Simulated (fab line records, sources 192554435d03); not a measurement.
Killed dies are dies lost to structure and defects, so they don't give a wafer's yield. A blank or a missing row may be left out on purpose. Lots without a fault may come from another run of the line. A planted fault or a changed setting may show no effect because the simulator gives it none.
Chamber matching | flow n5_finfet | N5_BEOL_M1_ETCH_74 on rie_diel-03: 4 sister chambers
The step etches underlayer in N2/H2, target depth 6.5 nm, time 5.2 s. 18 wafers are shown with their chamber, then 9 later ones without.

WAFERS WITH THEIR CHAMBER
wafer  | chamber | drypump_motor_current_A (A) | throttle_valve_pct (%) | showerhead_plenum_p_Torr (Torr)
L077.2 | 2       | 5.3                         | 18.05                  | 2.40
L077.5 | 2       | 5.3                         | 18.02                  | 2.40
L077.6 | 1       | 6.0                         | 18.07                  | 2.62
L080.1 | 1       | 6.0                         | 18.10                  | 2.62
L080.3 | 2       | 5.3                         | 18.05                  | 2.40
L080.5 | 1       | 6.0                         | 18.08                  | 2.62
L088.1 | 3       | 5.5                         | 17.64                  | 2.71
L088.2 | 1       | 6.0                         | 18.09                  | 2.62
L088.4 | 0       | 4.8                         | 17.56                  | 2.48
L090.2 | 1       | 6.0                         | 18.09                  | 2.61
L090.3 | 0       | 4.7                         | 17.57                  | 2.48
L090.6 | 1       | 6.0                         | 18.12                  | 2.61
L091.1 | 1       | 6.0                         | 18.11                  | 2.61
L091.3 | 3       | 5.5                         | 17.64                  | 2.71
L091.6 | 3       | 5.5                         | 17.64                  | 2.71
L092.1 | 1       | 6.1                         | 18.12                  | 2.61
L092.2 | 3       | 5.5                         | 17.65                  | 2.71
L092.6 | 2       | 5.3                         | 17.70                  | 2.71

SIGNATURES (means of the wafers above)
reading                  | chamber 0 | chamber 1 | chamber 2 | chamber 3 | scatter within a chamber
drypump_motor_current_A  | 4.750     | 6.013     | 5.300     | 5.500     | 0.0313
throttle_valve_pct       | 17.5650   | 18.0975   | 17.9550   | 17.6425   | 0.0801
showerhead_plenum_p_Torr | 2.4800    | 2.6150    | 2.4775    | 2.7100    | 0.0719
Rule: a wafer's distance from a chamber is the root of the sum, over the readings, of the square of ((its reading less the chamber's mean) divided by the reading's scatter). The wafer belongs to the nearest chamber; if the next one is less than 2 further off, it can't be placed. The scatter: the root of (the sum of the squares of (reading less its chamber's mean) over the shown wafers, divided by (wafers less chambers)).

WAFERS WITHOUT THEIR CHAMBER
wafer  | drypump_motor_current_A (A) | throttle_valve_pct (%) | showerhead_plenum_p_Torr (Torr)
L094.1 | 4.7                         | 17.61                  | 2.47
L094.2 | 5.5                         | 17.65                  | 2.70
L094.3 | 6.0                         | 18.15                  | 2.61
L095.4 | 5.3                         | 17.72                  | 2.71
L095.5 | 4.7                         | 17.57                  | 2.47
L095.6 | 6.0                         | 18.12                  | 2.61
L096.2 | 5.4                         | 17.71                  | 2.71
L096.3 | 5.5                         | 17.65                  | 2.70
L096.6 | 5.5                         | 17.66                  | 2.70

WHICH CHAMBER EACH WENT THROUGH
wafer  | from the rows above | in truth
L094.1 | 0                   | 0
L094.2 | 3                   | 3
L094.3 | 1                   | 1
L095.4 | 2                   | 2
L095.5 | 0                   | 0
L095.6 | 1                   | 1
L096.2 | 3                   | 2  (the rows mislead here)
L096.3 | 3                   | 3
L096.6 | 3                   | 3
Placed correctly: 8 of 9. Can't be placed from these rows: 0. Placed wrongly: 1.
